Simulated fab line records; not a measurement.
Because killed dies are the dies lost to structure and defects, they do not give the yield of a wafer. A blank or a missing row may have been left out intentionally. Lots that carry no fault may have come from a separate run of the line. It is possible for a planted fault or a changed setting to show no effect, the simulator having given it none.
fab line records | flow n5-finfet | part 2 of 2: steps 6 to 6 of 6
record: lots: 10 | wafers: 27 | last-day: 17
route steps=1938 shown HKMG_FIN@413 BEOL_M4@1094 PASSIVATION@1936
lots that met no fault: from a run of the same line without faults
start-h: the number of hours between the record's first day and the start of the first shown wafer of the lot | wait-h: hours elapsed since this lot's preceding step | " identical to the entry in the row above | L1.1+2: one row covering several wafers at once | - no value present, or no start provided | * or withheld: withheld | < > ~ a bound
route shown NAME@n: NAME is a module with steps in the file, n the number in the route of the first one | usual: average and standard deviation across the fault-free wafers | same: alike in all rows | chamber/n: place in a boat | sites: per-site readings | _std_site: standard deviation across them | _edge_site: inner sites' mean taken away from outer sites' mean | radius-mm: for every site, how far away it sits from the centre of the wafer | mask NAME#n: copy n | behind: tool/chamber where the wafer was last shaped | hold: why the lot went on hold/how many hours it stayed there/how the hold came to an end | device: which transistor (n, p or np) failed to switch | end of line: at the end of the route, the tests of the same wafers | a step given without rows: its recipe and nothing more | killed: dies that structure and defects cost at the first sort, which is not the same as the wafer's yield | map: a wafer's dies, marking killed ones x, the rest . and places with no die _
set.NAME: the run value of the setting; set.NAME@STEP: its run value at that earlier step | model.NAME: the simulator's own value behind a step, which no gauge read
route steps across a sampled set of lots; one table per step, one row per wafer
services: from which hour (start-h, from the record's first day; less than 0 if before it) a tool's chamber was out of use, for how many hours, and why
== steps ==
step: N5_PASSIVATION_PROBE_49
usual: defect-limited-yield: 91.0/1.5 | killed_at_M0_to_M3: 35/11 | killed_at_M4_up: 13/6 | killed-at-contacts: 14/6.5 | killed-at-front-end: 40/12 | killed-at-other: 4/3.4 | killed-dies: 106/18 | killed-on-rim: 14/4.7 | killed-open: 68/14 | killed-short: 35/7.7 | sort_bin_4_leakage: 0/0 | sort_bin_5_function: 5.2/0.98 | sort_bin_6_memory: 3.4/0.72 | sort_bin_8_speed: 0.02/0.24 | sort-n-pass: 1074/18 | sort-yield-pct: 91.0/1.5
same: gross-dies: 1180 | killed-at-back-side: 0
lot.wafer | tool      | chamber | start-h | wait-h | defect-limited-yield[%] | killed_at_M0_to_M3 | killed_at_M4_up | killed-at-contacts | killed-at-front-end | killed-at-other | killed-dies | killed-on-rim | killed-open | killed-short | sort_bin_4_leakage[%] | sort_bin_5_function[%] | sort_bin_6_memory[%] | sort_bin_8_speed[%] | sort-n-pass | sort-yield-pct[%]
L894.2    | prober-01 | -       | 286.47  | 0.1    | 91.6                    | 40                 | 11              | 14                 | 33                  | 1               | 99          | 11            | 70          | 29           | 0                     | 4.8                    | 3.5                  | 0                   | 1081        | 91.6
L894.5    | prober-01 | -       | 286.62  | 0.2    | 91.7                    | 35                 | 7               | 9                  | 40                  | 7               | 98          | 10            | 65          | 33           | 0                     | 4.7                    | 3.4                  | 0                   | 1082        | 91.7
L894.6    | prober-01 | -       | 286.67  | 0.3    | 92.4                    | 34                 | 7               | 4                  | 42                  | 3               | 90          | 6             | 59          | 27           | 0                     | 4.7                    | 2.8                  | 0                   | 1090        | 92.4
L895.1    | prober-02 | -       | 292.65  | 0.0    | 92.4                    | 22                 | 7               | 11                 | 42                  | 8               | 90          | 9             | 61          | 29           | 0                     | 4.2                    | 3.1                  | 0                   | 1090        | 92.4
L895.2    | prober-02 | -       | 292.70  | 0.1    | 89.2                    | 50                 | 7               | 16                 | 53                  | 1               | 127         | 18            | 81          | 43           | 0                     | 6.8                    | 3.7                  | 0                   | 1053        | 89.2
L895.4    | prober-02 | -       | 292.80  | 0.2    | 91.5                    | 34                 | 12              | 13                 | 38                  | 3               | 100         | 15            | 62          | 32           | 0                     | 4.7                    | 3.5                  | 0                   | 1080        | 91.5
L897.3    | prober-02 | -       | 302.51  | 0.1    | 89.2                    | 54                 | 14              | 18                 | 40                  | 2               | 128         | 12            | 84          | 44           | 0                     | 7.1                    | 3.4                  | 0                   | 1052        | 89.2
L897.4    | prober-02 | -       | 302.56  | 0.2    | 91.4                    | 45                 | 7               | 19                 | 26                  | 4               | 101         | 12            | 47          | 49           | 0                     | 4.7                    | 3.3                  | 0                   | 1079        | 91.4
L897.5    | prober-02 | -       | 302.61  | 0.2    | 92.0                    | 43                 | 2               | 12                 | 30                  | 7               | 94          | 14            | 55          | 37           | 0                     | 4.6                    | 2.7                  | 0                   | 1086        | 92.0
L901.2    | prober-01 | -       | 335.60  | 0.1    | 90.9                    | 24                 | 18              | 15                 | 48                  | 2               | 107         | 9             | 66          | 39           | 0                     | 5.4                    | 3.1                  | 0                   | 1073        | 90.9
L901.4    | prober-01 | -       | 335.70  | 0.2    | 93.6                    | 24                 | 9               | 7                  | 28                  | 8               | 76          | 5             | 51          | 23           | 0                     | 3.5                    | 2.6                  | 0                   | 1104        | 93.6
L901.5    | prober-01 | -       | 335.75  | 0.2    | 92.7                    | 19                 | 9               | 12                 | 38                  | 8               | 86          | 16            | 51          | 35           | 0                     | 4.4                    | 2.7                  | 0                   | 1094        | 92.7
L903.1    | prober-02 | -       | 337.74  | 0.0    | 93.6                    | 19                 | 6               | 12                 | 35                  | 4               | 76          | 12            | 48          | 28           | 0                     | 3.7                    | 2.5                  | 0                   | 1104        | 93.6
L903.5    | prober-02 | -       | 337.94  | 0.2    | 94.7                    | 18                 | 11              | 8                  | 21                  | 4               | 62          | 5             | 30          | 29           | 0                     | 3.1                    | 1.8                  | 0                   | 1118        | 94.7
L903.6    | prober-02 | -       | 337.99  | 0.3    | 91.1                    | 33                 | 12              | 8                  | 34                  | 18              | 105         | 13            | 57          | 43           | 0                     | 4.9                    | 3.5                  | 0                   | 1075        | 91.1
L905.1    | prober-01 | -       | 357.07  | 0.0    | 91.6                    | 31                 | 10              | 23                 | 31                  | 4               | 99          | 16            | 66          | 32           | 0                     | 5.1                    | 3.3                  | 0                   | 1081        | 91.6
L905.3    | prober-01 | -       | 357.17  | 0.1    | 92.5                    | 22                 | 16              | 9                  | 40                  | 1               | 88          | 11            | 60          | 24           | 0                     | 4.7                    | 2.5                  | 0                   | 1092        | 92.5
L905.5    | prober-01 | -       | 357.27  | 0.2    | 92.5                    | 20                 | 15              | 20                 | 28                  | 6               | 89          | 11            | 58          | 29           | 0                     | 3.7                    | 3.6                  | 0                   | 1091        | 92.5
L907.1    | prober-01 | -       | 366.52  | 0.0    | 92.7                    | 33                 | 18              | 10                 | 23                  | 2               | 86          | 8             | 58          | 25           | 0                     | 4.6                    | 2.5                  | 0                   | 1094        | 92.7
L907.2    | prober-01 | -       | 366.57  | 0.1    | 91.6                    | 30                 | 12              | 14                 | 42                  | 1               | 99          | 7             | 63          | 35           | 0                     | 5.1                    | 2.8                  | 0                   | 1081        | 91.6
L907.5    | prober-01 | -       | 366.72  | 0.2    | 92.1                    | 32                 | 13              | 8                  | 38                  | 2               | 93          | 14            | 59          | 31           | 0                     | 3.8                    | 3.8                  | 0                   | 1087        | 92.1
L912.3    | prober-01 | -       | 382.26  | 0.1    | 92.5                    | 34                 | 10              | 11                 | 31                  | 3               | 89          | 12            | 55          | 28           | 0                     | 4.7                    | 2.5                  | 0                   | 1091        | 92.5
L912.6    | prober-01 | -       | 382.41  | 0.3    | 93.2                    | 22                 | 11              | 18                 | 26                  | 3               | 80          | 12            | 45          | 30           | 92.97                 | 3.5                    | 3.0                  | 0.25                | 0           | 0
L914.1    | prober-02 | -       | 401.58  | 0.0    | 90.8                    | 37                 | 19              | 13                 | 36                  | 3               | 108         | 17            | 79          | 28           | 90.85                 | 6.3                    | 2.7                  | 0                   | 0           | 0
L914.6    | prober-02 | -       | 401.83  | 0.3    | 90.9                    | 30                 | 13              | 14                 | 46                  | 4               | 107         | 11            | 63          | 40           | 90.93                 | 4.9                    | 4.0                  | 0                   | 0           | 0
L916.3    | prober-01 | -       | 407.87  | 0.4    | 89.7                    | 51                 | 7               | 29                 | 29                  | 5               | 121         | 12            | 89          | 31           | 0                     | 5.8                    | 4.0                  | 0                   | 1059        | 89.7
L916.6    | prober-01 | -       | 408.02  | 0.6    | 90.4                    | 33                 | 6               | 28                 | 44                  | 2               | 113         | 15            | 66          | 41           | 89.49                 | 5.3                    | 3.7                  | 0.93                | 0           | 0
killed by level:class
L894.2 BEOL_M3:geometric-particle:open=11 MOL_CONTACT_COAG:geometric-particle:open=10 BEOL_M2:geometric-particle:open=8 FIN_SAQP:geometric-particle:open=7 BEOL_M0_SAQP:geometric-particle:short=7 BEOL_M4:geometric-particle:open=5 STARTING-WAFER:geometric-particle:open=5 FIN_SAQP:geometric-particle:short=4
L894.5 BEOL_M0_SAQP:geometric-particle:open=14 FIN_SAQP:geometric-particle:open=10 MOL_CONTACT_COAG:geometric-particle:open=9 GATE_CUT:geometric-particle:short=7 BEOL_M0_SAQP:geometric-particle:short=7 BEOL_M3:geometric-particle:open=7 STI_FIN_REVEAL:geometric-particle:open=6 ILD0:geometric-particle:short=4
L894.6 FIN_SAQP:geometric-particle:open=14 STI_FIN_REVEAL:geometric-particle:open=9 BEOL_M0_SAQP:geometric-particle:open=9 BEOL_M3:geometric-particle:open=8 FIN_SAQP:geometric-particle:short=6 BEOL_M0_SAQP:geometric-particle:short=6 MOL_CONTACT_COAG:geometric-particle:open=4 BEOL_M1:geometric-particle:open=4
L895.1 FIN_SAQP:geometric-particle:open=15 MOL_CONTACT_COAG:geometric-particle:open=9 BEOL_M0_SAQP:geometric-particle:short=8 DUMMY_GATE:geometric-particle:open=7 BEOL_M2:geometric-particle:open=7 FIN_SAQP:geometric-particle:short=5 BEOL_M0_SAQP:geometric-particle:open=5 STI_FIN_REVEAL:geometric-particle:open=4
L895.2 BEOL_M0_SAQP:geometric-particle:open=15 MOL_CONTACT_COAG:geometric-particle:open=14 STI_FIN_REVEAL:geometric-particle:open=13 GATE_CUT:geometric-particle:short=13 BEOL_M2:geometric-particle:open=13 STI_FIN_REVEAL:geometric-particle:short=7 BEOL_M0_SAQP:geometric-particle:short=6 BEOL_M2:geometric-particle:short=6
L895.4 FIN_SAQP:geometric-particle:open=15 BEOL_M2:geometric-particle:open=11 MOL_CONTACT_COAG:geometric-particle:open=9 BEOL_M0_SAQP:geometric-particle:short=8 BEOL_M0_SAQP:geometric-particle:open=7 DUMMY_GATE:geometric-particle:open=5 BEOL_M2:geometric-particle:short=5 MOL_CONTACT_COAG:geometric-particle:short=4
L897.3 BEOL_M0_SAQP:geometric-particle:open=23 MOL_CONTACT_COAG:geometric-particle:open=15 BEOL_M0_SAQP:geometric-particle:short=14 FIN_SAQP:geometric-particle:open=12 FIN_SAQP:geometric-particle:short=9 BEOL_M3:geometric-particle:open=7 STARTING-WAFER:geometric-particle:short=5 BEOL_M4:geometric-particle:open=5
L897.4 BEOL_M0_SAQP:geometric-particle:short=21 BEOL_M0_SAQP:geometric-particle:open=13 MOL_CONTACT_COAG:geometric-particle:open=11 MOL_CONTACT_COAG:geometric-particle:short=8 FIN_SAQP:geometric-particle:short=4 FIN_SAQP:geometric-particle:open=4 HKMG_FIN:area-etch=4 STI_FIN_REVEAL:geometric-particle:open=3
L897.5 BEOL_M0_SAQP:geometric-particle:short=20 BEOL_M0_SAQP:geometric-particle:open=13 FIN_SAQP:geometric-particle:open=11 MOL_CONTACT_COAG:geometric-particle:open=8 DUMMY_GATE:geometric-particle:open=5 MOL_CONTACT_COAG:geometric-particle:short=4 BEOL_M3:geometric-particle:open=4 FIN_SAQP:geometric-particle:short=3
L901.2 MOL_CONTACT_COAG:geometric-particle:open=13 STI_FIN_REVEAL:geometric-particle:open=10 BEOL_M0_SAQP:geometric-particle:open=8 STI_FIN_REVEAL:geometric-particle:short=8 FIN_SAQP:geometric-particle:open=7 BEOL_M3:geometric-particle:open=7 BEOL_M4:geometric-particle:short=6 FIN_SAQP:geometric-particle:short=5
L901.4 FIN_SAQP:geometric-particle:open=7 BEOL_M3:geometric-particle:open=7 MOL_CONTACT_COAG:geometric-particle:open=6 BEOL_M1:geometric-particle:open=5 BEOL_M5:geometric-particle:open=5 FIN_SAQP:geometric-particle:short=4 GATE_CUT:geometric-particle:open=3 GATE_CUT:geometric-particle:short=3
L901.5 MOL_CONTACT_COAG:geometric-particle:open=11 FIN_SAQP:geometric-particle:open=10 BEOL_M0_SAQP:geometric-particle:short=8 BEOL_M4:geometric-particle:open=6 FIN_SAQP:geometric-particle:short=5 BEOL_M0_SAQP:geometric-particle:open=5 GATE_CUT:geometric-particle:short=4 GATE_CUT:geometric-particle:open=4
L903.1 STI_FIN_REVEAL:geometric-particle:open=9 DUMMY_GATE:geometric-particle:open=8 MOL_CONTACT_COAG:geometric-particle:open=8 BEOL_M0_SAQP:geometric-particle:short=6 FIN_SAQP:geometric-particle:open=4 FIN_SAQP:geometric-particle:short=4 BEOL_M2:geometric-particle:open=4 MOL_CONTACT_COAG:geometric-particle:short=4
L903.5 MOL_CONTACT_COAG:geometric-particle:open=6 BEOL_M4:geometric-particle:short=5 FIN_SAQP:geometric-particle:short=4 DUMMY_GATE:geometric-particle:open=4 BEOL_M2:geometric-particle:open=4 STARTING-WAFER:geometric-particle:short=4 BEOL_M0_SAQP:geometric-particle:open=3 BEOL_M0_SAQP:geometric-particle:short=3
L903.6 FIN_SAQP:geometric-particle:short=9 MIM_TOP_ETCH:geometric-particle:short=9 BEOL_M1:geometric-particle:open=9 MOL_CONTACT_COAG:geometric-particle:open=7 FIN_SAQP:geometric-particle:open=6 BEOL_M0_SAQP:geometric-particle:short=6 MIM_TOP_ETCH:geometric-particle:open=6 BEOL_M0_SAQP:geometric-particle:open=5
L905.1 MOL_CONTACT_COAG:geometric-particle:open=21 BEOL_M1:geometric-particle:open=8 FIN_SAQP:geometric-particle:open=7 GATE_CUT:geometric-particle:short=6 BEOL_M4:geometric-particle:open=5 FIN_SAQP:geometric-particle:short=4 DUMMY_GATE:geometric-particle:open=4 GATE_CUT:geometric-particle:open=4
L905.3 BEOL_M4:geometric-particle:open=12 FIN_SAQP:geometric-particle:short=11 MOL_CONTACT_COAG:geometric-particle:open=8 BEOL_M0_SAQP:geometric-particle:open=8 GATE_CUT:geometric-particle:open=7 FIN_SAQP:geometric-particle:open=6 BEOL_M2:geometric-particle:open=5 DUMMY_GATE:geometric-particle:open=3
L905.5 MOL_CONTACT_COAG:geometric-particle:open=16 BEOL_M0:geometric-particle:open=7 FIN_SAQP:geometric-particle:short=6 DUMMY_GATE:geometric-particle:open=4 GATE_CUT:geometric-particle:open=4 BEOL_M3:geometric-particle:open=4 BEOL_M4:geometric-particle:open=4 FIN_SAQP:geometric-particle:open=3
L907.1 BEOL_M0_SAQP:geometric-particle:open=10 MOL_CONTACT_COAG:geometric-particle:open=9 BEOL_M1:geometric-particle:open=8 BEOL_M0_SAQP:geometric-particle:short=6 STI_FIN_REVEAL:geometric-particle:open=5 BEOL_M6:geometric-particle:open=4 BEOL_M5:geometric-particle:open=4 STARTING-WAFER:geometric-particle:short=4
L907.2 STI_FIN_REVEAL:geometric-particle:open=12 MOL_CONTACT_COAG:geometric-particle:open=8 DUMMY_GATE:geometric-particle:open=7 BEOL_M1:geometric-particle:open=7 BEOL_M0_SAQP:geometric-particle:short=7 MOL_CONTACT_COAG:geometric-particle:short=6 BEOL_M0_SAQP:geometric-particle:open=6 BEOL_M3:geometric-particle:open=6
L907.5 STI_FIN_REVEAL:geometric-particle:open=11 BEOL_M3:geometric-particle:open=9 BEOL_M0_SAQP:geometric-particle:open=8 MOL_CONTACT_COAG:geometric-particle:open=7 BEOL_M5:geometric-particle:open=6 FIN_SAQP:geometric-particle:short=5 GATE_CUT:geometric-particle:short=5 FIN_SAQP:geometric-particle:open=3
L912.3 BEOL_M0:geometric-particle:open=8 BEOL_M2:geometric-particle:open=7 MOL_CONTACT_COAG:geometric-particle:open=6 BEOL_M0_SAQP:geometric-particle:short=4 BEOL_M0_SAQP:geometric-particle:open=4 BEOL_M3:geometric-particle:open=4 FIN_SAQP:geometric-particle:short=3 DUMMY_GATE:geometric-particle:open=3
L912.6 MOL_CONTACT_COAG:geometric-particle:open=14 BEOL_M0_SAQP:geometric-particle:short=6 BEOL_M0:geometric-particle:open=5 BEOL_M4:geometric-particle:open=5 DUMMY_GATE:geometric-particle:open=4 ILD0:geometric-particle:short=4 MOL_CONTACT_COAG:geometric-particle:short=4 STI_FIN_REVEAL:geometric-particle:open=3
L914.1 STI_FIN_REVEAL:geometric-particle:open=21 MOL_CONTACT_COAG:geometric-particle:open=10 BEOL_M0_SAQP:geometric-particle:short=10 BEOL_M0_SAQP:geometric-particle:open=9 BEOL_M4:geometric-particle:open=9 GATE_CUT:geometric-particle:short=5 BEOL_M2:geometric-particle:open=5 BEOL_M3:geometric-particle:open=5
L914.6 GATE_CUT:geometric-particle:short=11 MOL_CONTACT_COAG:geometric-particle:open=10 STI_FIN_REVEAL:geometric-particle:open=9 BEOL_M0_SAQP:geometric-particle:open=7 DUMMY_GATE:geometric-particle:open=5 BEOL_M1:geometric-particle:open=5 BEOL_M3:geometric-particle:open=5 STARTING-WAFER:geometric-particle:open=5
L916.3 MOL_CONTACT_COAG:geometric-particle:open=22 BEOL_M2:geometric-particle:open=17 BEOL_M1:geometric-particle:open=12 BEOL_M0_SAQP:geometric-particle:open=9 MOL_CONTACT_COAG:geometric-particle:short=7 FIN_SAQP:geometric-particle:short=6 FIN_SAQP:geometric-particle:open=5 DUMMY_GATE:geometric-particle:open=5
L916.6 MOL_CONTACT_COAG:geometric-particle:open=20 BEOL_M0_SAQP:geometric-particle:open=10 BEOL_M0_SAQP:geometric-particle:short=10 FIN_SAQP:geometric-particle:open=9 GATE_CUT:geometric-particle:short=8 FIN_SAQP:geometric-particle:short=6 MOL_CONTACT_COAG:geometric-particle:short=6 STI_FIN_REVEAL:geometric-particle:open=5
== services ==
tool              | chamber | start-h | hours | kind
thermal-cvd-si-02 | 2       | 73.67   | 2.4   | repair
pvd-sputter-03    | -       | 108.54  | 2.4   | repair
thermal-cvd-si-01 | 0       | 115.53  | 6.1   | repair
thermal-cvd-si-02 | 2       | 120.48  | 7.4   | repair
thermal-cvd-si-01 | 2       | 134.37  | 31.7  | repair
thermal-cvd-si-01 | 1       | 180.77  | 7.0   | repair
pvd-sputter-02    | -       | 205.02  | 2.0   | repair
thermal-cvd-si-02 | 0       | 228.06  | 2.6   | repair
thermal-cvd-si-02 | -       | 245.32  | 3.4   | repair
pvd-sputter-01    | -       | 246.25  | 3.0   | repair
thermal-cvd-si-01 | 1       | 254.56  | 40.8  | repair
thermal-cvd-si-02 | -       | 286.42  | 0.3   | repair
== key ==
first-sign: step: N5_BEOL_M4_RC_MEAS_101 | reading: VT_N_LONG | direction: up | sigmas: 48 | usual: 274.7 | struck: 372.8
effect: step: N5_BEOL_M4_RC_MEAS_101 | reading: IOFF_P_LIN | direction: up | sigmas: 39 | usual: 0.099 | struck: 0.609
effect: step: N5_BEOL_M4_RC_MEAS_101 | reading: VT_N_LVT | direction: up | sigmas: 32 | usual: 98 | struck: 197
effect: step: N5_BEOL_M4_RC_MEAS_101 | reading: VT_N | direction: up | sigmas: 31 | usual: 250 | struck: 347
effect: step: N5_BEOL_M4_RC_MEAS_101 | reading: IOFF_P | direction: up | sigmas: 31 | usual: 0.21 | struck: 1.29
effect: step: N5_BEOL_M4_RC_MEAS_101 | reading: IOFF_P_85C | direction: up | sigmas: 26 | usual: 3.6 | struck: 16.8
effect: step: N5_BEOL_M4_RC_MEAS_101 | reading: IOFF_P_LONG | direction: up | sigmas: 26 | usual: 0.000106 | struck: 0.000344
effect: step: N5_BEOL_M4_RC_MEAS_101 | reading: ION_N | direction: down | sigmas: 19 | usual: 673 | struck: 455
effect: step: N5_BEOL_M4_RC_MEAS_101 | reading: VT_P_LVT | direction: up | sigmas: 18 | usual: -98.5 | struck: -48.3
effect: step: N5_BEOL_M4_RC_MEAS_101 | reading: VT_P | direction: up | sigmas: 15 | usual: -250 | struck: -201
effect: step: N5_BEOL_M4_RC_MEAS_101 | reading: IOFF_N_LONG | direction: down | sigmas: 14 | usual: 5.54e-05 | struck: 2.29e-05
effect: step: N5_BEOL_M4_RC_MEAS_101 | reading: VT_P_LONG | direction: up | sigmas: 14 | usual: -275.4 | struck: -235.4
effect: step: N5_PASSIVATION_PROBE_49 | reading: sort_bin_4_leakage | direction: up | sigmas: 99+ | usual: 0 | struck: 91.06
met-at N5_HKMG_FIN_CVD_62
struck-lots L912,L914,L916
struck-wafers L912.6,L914.1,L914.6,L916.6
not-acting-at N5_BEOL_M4_SPUTTER_90,N5_BEOL_M4_SPUTTER_94,N5_BEOL_M4_SPUTTER_96
onset-between 157.36 191.24
fault: kind: process-parameter-drift | tool: thermal-cvd-si-01 | chamber: - | onset-h: 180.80 | steps: N5_HKMG_FIN_CVD_62 | channel: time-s | offset: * | shape: step | end-h: 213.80 | scope: struck-wafers-only | stated: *
